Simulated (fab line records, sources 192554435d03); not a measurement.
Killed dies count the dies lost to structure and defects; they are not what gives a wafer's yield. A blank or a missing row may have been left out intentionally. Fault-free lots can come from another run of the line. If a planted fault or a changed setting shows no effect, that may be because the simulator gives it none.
Which of the tools did it?    flow n5_finfet    72 wafers from 24 lots sampled at 5 of the route's 1938 steps

WHAT EACH GAUGE READ, for each wafer
N5_BEOL_M9_CD_MEAS_28 targets a cd of 70 nm.
lot   measured      on         cd_nm (nm)
L074  day 9 16:21   cd_sem-02  69.44 70.00 70.04
L075  day 10 02:29  cd_sem-02  70.07 70.24 70.29
L077  day 10 13:09  cd_sem-01  69.90 69.92 69.44
L076  day 10 13:24  cd_sem-02  69.95 70.12 69.99
L078  day 10 22:35  cd_sem-02  70.36 70.35 70.43
L079  day 11 00:11  cd_sem-02  69.77 69.69 70.02
L080  day 11 06:21  cd_sem-02  69.72 70.29 70.08
L081  day 11 10:04  cd_sem-01  69.78 69.53 69.66
L083  day 11 15:47  cd_sem-02  69.90 69.74 69.51
L082  day 11 15:58  cd_sem-03  70.41 70.03 69.33
L084  day 12 03:47  cd_sem-01  70.09 69.85 69.94
L085  day 12 14:59  cd_sem-01  69.92 69.99 70.29
L086  day 12 17:52  cd_sem-02  70.01 69.87 70.05
L087  day 13 01:59  cd_sem-03  70.27 69.95 70.15
L089  day 13 08:47  cd_sem-01  70.00 69.67 69.45
L090  day 13 16:59  cd_sem-02  70.11 70.35 70.47
L088  day 13 19:22  cd_sem-01  69.97 70.00 70.04
L093  day 14 01:24  cd_sem-01  70.00 70.06 70.00
L091  day 14 08:47  cd_sem-01  70.25 69.98 69.94
L092  day 14 11:35  cd_sem-03  69.91 70.09 70.12
L094  day 14 13:54  cd_sem-01  70.12 69.82 70.01
L095  day 14 22:00  cd_sem-02  69.64 70.08 70.24
L096  day 15 15:17  cd_sem-01  70.06 69.89 70.30
L097  day 16 01:07  cd_sem-01  70.60 70.11 69.84

N5_BEOL_M10_OVL_MEAS_12.
lot   measured      on          M10_OVL (nm)
L074  day 10 01:19  overlay-02  1.0 0.6 0.3
L075  day 10 09:46  overlay-01  -0.6 -1.7 -0.8
L077  day 10 19:36  overlay-02  0.2 0.9 0.9
L076  day 10 21:06  overlay-01  -0.6 -0.2 0.2
L078  day 11 03:20  overlay-02  2.2 1.1 1.2
L079  day 11 04:12  overlay-02  0.0 -0.9 -0.6
L080  day 11 11:45  overlay-01  0.8 -0.5 0.0
L081  day 11 15:19  overlay-01  -0.6 1.0 0.2
L083  day 11 22:32  overlay-02  0.3 0.7 0.3
L082  day 11 23:07  overlay-01  -0.5 -0.8 -0.4
L084  day 12 11:10  overlay-02  1.2 1.6 1.0
L085  day 12 21:22  overlay-02  0.3 0.5 0.7
L086  day 13 02:14  overlay-01  1.2 -0.5 1.2
L087  day 13 07:38  overlay-01  0.2 0.4 1.6
L089  day 13 14:37  overlay-01  0.8 0.7 1.2
L090  day 13 21:25  overlay-02  -0.3 -1.5 -0.8
L088  day 14 00:05  overlay-02  0.8 0.4 -0.5
L093  day 14 06:46  overlay-02  -0.3 -0.3 -0.8
L091  day 14 15:30  overlay-02  -0.9 -0.5 -1.1
L092  day 14 19:14  overlay-01  0.3 -0.8 1.2
L094  day 14 19:42  overlay-02  0.2 0.7 1.2
L095  day 15 02:58  overlay-01  -0.9 0.0 0.5
L096  day 15 19:52  overlay-01  -0.8 1.1 -0.1
L097  day 16 07:52  overlay-01  -1.3 -0.8 -0.4

WHICH TOOL RAN EACH LOT (tool, then ch and the chambers of the sampled wafers, then the start)
lot   N5_BEOL_M9_ETCH_76                  N5_BEOL_M9_SURFACE_TREAT_79   N5_BEOL_M10_PECVD_70
L074  rie_diel-02 ch 1,3, day 9 16:31     pvd_sputter-02, day 9 18:21   pecvd-03 ch 0,1,2, day 9 23:35
L075  rie_diel-02 ch 0,1,3, day 10 02:38  pvd_sputter-03, day 10 04:14  pecvd-04 ch 1, day 10 08:52
L077  rie_diel-04 ch 2,3, day 10 13:19    pvd_sputter-01, day 10 14:47  pecvd-04 ch 0,1, day 10 18:47
L076  rie_diel-02 ch 0,1,3, day 10 13:35  pvd_sputter-03, day 10 15:05  pecvd-03 ch 0,1, day 10 20:31
L078  rie_diel-04 ch 1,3, day 10 22:44    pvd_sputter-03, day 11 00:19  pecvd-02 ch 1,2, day 11 02:43
L079  rie_diel-04 ch 0,1,2, day 11 00:27  pvd_sputter-01, day 11 01:47  pecvd-02 ch 0,1,2, day 11 03:37
L080  rie_diel-03 ch 0,2,3, day 11 06:30  pvd_sputter-01, day 11 08:21  pecvd-02 ch 1,2, day 11 10:35
L081  rie_diel-04 ch 0,3, day 11 10:14    pvd_sputter-01, day 11 11:59  pecvd-04 ch 0,1, day 11 14:44
L083  rie_diel-04 ch 1,2,3, day 11 15:57  pvd_sputter-02, day 11 18:08  pecvd-03 ch 0,1,2, day 11 21:39
L082  rie_diel-02 ch 0,2,3, day 11 16:07  pvd_sputter-02, day 11 18:36  pecvd-04 ch 1,2, day 11 22:06
L084  rie_diel-04 ch 2,3, day 12 04:07    pvd_sputter-02, day 12 06:23  pecvd-03 ch 0,2, day 12 08:43
L085  rie_diel-04 ch 1,2,3, day 12 16:12  pvd_sputter-02, day 12 17:37  pecvd-04 ch 0,1,2, day 12 19:55
L086  rie_diel-04 ch 0,2, day 12 18:57    pvd_sputter-02, day 12 20:56  pecvd-04 ch 0,2, day 12 22:53
L087  rie_diel-03 ch 0,1,2, day 13 02:08  pvd_sputter-02, day 13 03:48  pecvd-04 ch 1,2, day 13 06:10
L089  rie_diel-04 ch 0,1,2, day 13 08:56  pvd_sputter-02, day 13 10:30  pecvd-04 ch 1,2, day 13 12:34
L090  rie_diel-02 ch 0,2,3, day 13 17:08  pvd_sputter-03, day 13 18:43  pecvd-02 ch 0,1,2, day 13 20:58
L088  rie_diel-04 ch 0,2, day 13 19:36    pvd_sputter-02, day 13 21:07  pecvd-03 ch 0,1, day 13 22:59
L093  rie_diel-04 ch 0,1,2, day 14 01:34  pvd_sputter-03, day 14 03:25  pecvd-02 ch 1,2, day 14 05:49
L091  rie_diel-04 ch 1,2,3, day 14 08:56  pvd_sputter-02, day 14 10:52  pecvd-03 ch 0,2, day 14 13:43
L092  rie_diel-04 ch 1,3, day 14 11:44    pvd_sputter-02, day 14 14:27  pecvd-04 ch 1,2, day 14 16:34
L094  rie_diel-03 ch 0,1, day 14 14:04    pvd_sputter-01, day 14 15:35  pecvd-02 ch 0,1,2, day 14 17:53
L095  rie_diel-02 ch 0,1, day 14 22:10    pvd_sputter-02, day 14 23:56  pecvd-04 ch 0,2, day 15 02:08
L096  rie_diel-03 ch 2,3, day 15 15:26    pvd_sputter-01, day 15 16:56  pecvd-04 ch 0,2, day 15 18:47
L097  rie_diel-04 ch 2,3, day 16 01:16    pvd_sputter-01, day 16 05:19  pecvd-03 ch 0,1, day 16 07:24
- N5_BEOL_M9_ETCH_76: etches underlayer in N2/H2, target depth 6.5 nm, time 5.2 s.
- N5_BEOL_M9_SURFACE_TREAT_79
- N5_BEOL_M10_PECVD_70: deposits SiO2 from TEOS/O2, target thk 20 nm, time 22.7 s.

AS READ BY THE TOOLS THEMSELVES (means over the sampled wafers that have a number; for cases with no such wafer, the mark the record gives instead)
N5_BEOL_M9_ETCH_76.
lot   tool         drypump_motor_current_A (A)  etch_rf_on_time_s (s)  oes_product_au (a.u.)  rf_vpp_V (V)  showerhead_plenum_p_Torr (Torr)  throttle_valve_pct (%)
L074  rie_diel-02  6.1                          5.13                   0.75                   523.2         2.52                             17.41
L075  rie_diel-02  5.9                          5.17                   0.68                   521.8         2.50                             17.64
L077  rie_diel-04  5.7                          5.11                   0.74                   523.1         2.50                             17.81
L076  rie_diel-02  5.9                          5.18                   0.68                   521.3         2.49                             17.67
L078  rie_diel-04  6.0                          5.28                   0.62                   525.7         2.60                             17.92
L079  rie_diel-04  5.8                          5.23                   0.67                   523.7         2.55                             17.89
L080  rie_diel-03  6.2                          5.25                   0.63                   520.8         2.43                             17.93
L081  rie_diel-04  5.7                          5.23                   0.59                   522.8         2.51                             18.16
L083  rie_diel-04  5.9                          5.22                   0.68                   522.9         2.54                             17.87
L082  rie_diel-02  5.7                          5.20                   0.72                   523.0         2.54                             17.61
L084  rie_diel-04  5.7                          5.23                   0.71                   522.4         2.49                             17.85
L085  rie_diel-04  5.9                          5.17                   0.67                   523.9         2.54                             17.89
L086  rie_diel-04  5.7                          5.24                   0.71                   521.3         2.49                             17.86
L087  rie_diel-03  5.7                          5.14                   0.66                   522.3         2.47                             17.83
L089  rie_diel-04  5.8                          5.22                   0.65                   523.8         2.54                             17.92
L090  rie_diel-02  5.7                          5.22                   0.70                   523.4         2.54                             17.62
L088  rie_diel-04  5.7                          5.18                   0.69                   522.1         2.49                             17.89
L093  rie_diel-04  5.8                          5.15                   0.65                   524.3         2.54                             17.95
L091  rie_diel-04  5.9                          5.16                   0.74                   523.0         2.54                             17.78
L092  rie_diel-04  6.0                          5.17                   0.69                   525.6         2.59                             17.82
L094  rie_diel-03  5.7                          5.18                   0.66                   522.7         2.47                             17.81
L095  rie_diel-02  5.7                          5.21                   0.61                   521.1         2.46                             17.93
L096  rie_diel-03  6.2                          5.22                   0.61                   520.7         2.42                             18.01
L097  rie_diel-04  5.8                          5.18                   0.75                   522.7         2.48                             17.75

N5_BEOL_M10_PECVD_70.
lot   tool      heater_power_w (W)  showerhead_plenum_p_Torr (Torr)  throttle_valve_pct (%)
L074  pecvd-03  796                 8.76                             22.4
L075  pecvd-04  508                 8.67                             22.5
L077  pecvd-04  557                 8.70                             21.9
L076  pecvd-03  737                 8.77                             23.2
L078  pecvd-02  668                 8.72                             20.6
L079  pecvd-02  725                 8.75                             20.9
L080  pecvd-02  722                 8.72                             20.8
L081  pecvd-04  559                 8.68                             22.1
L083  pecvd-03  745                 8.77                             22.7
L082  pecvd-04  638                 8.74                             21.6
L084  pecvd-03  840                 8.71                             22.7
L085  pecvd-04  664                 8.76                             21.3
L086  pecvd-04  631                 8.79                             20.8
L087  pecvd-04  573                 8.73                             21.5
L089  pecvd-04  642                 8.74                             21.5
L090  pecvd-02  681                 8.73                             20.9
L088  pecvd-03  673                 8.81                             22.6
L093  pecvd-02  798                 8.76                             20.6
L091  pecvd-03  777                 8.73                             23.6
L092  pecvd-04  695                 8.82                             20.5
L094  pecvd-02  731                 8.73                             20.9
L095  pecvd-04  650                 8.79                             20.9
L096  pecvd-04  655                 8.79                             20.9
L097  pecvd-03  733                 8.82                             22.6

THE ANSWER, worked out from the rows above alone
Rule: the lots themselves supply what counts as usual. The widest of any qualifying gaps counts: lots, ordered by their means at a reading, are off when they make up no more than a third of the lots, leave a main group of 4 or more, and stand apart from it by 3 or more times the standard deviation of that group's means. A main group whose means are all the same, to the digits that the tables above print for the reading, isn't used. A lot without any number at a reading at which 4 lots or more have one is off too. Where the step has rows for the other lots, those lots are counted as sound. First the gauges in route order, then the tools' own readings, where a lot's mean is used as printed above. The first step at which some lot is off is used, and at that step the reading that is off furthest; a lot without a number counts as furthest.
No lot is off at any reading shown: from this, nothing can be told.

WHAT HAD BEEN PUT IN BY THE SIMULATOR
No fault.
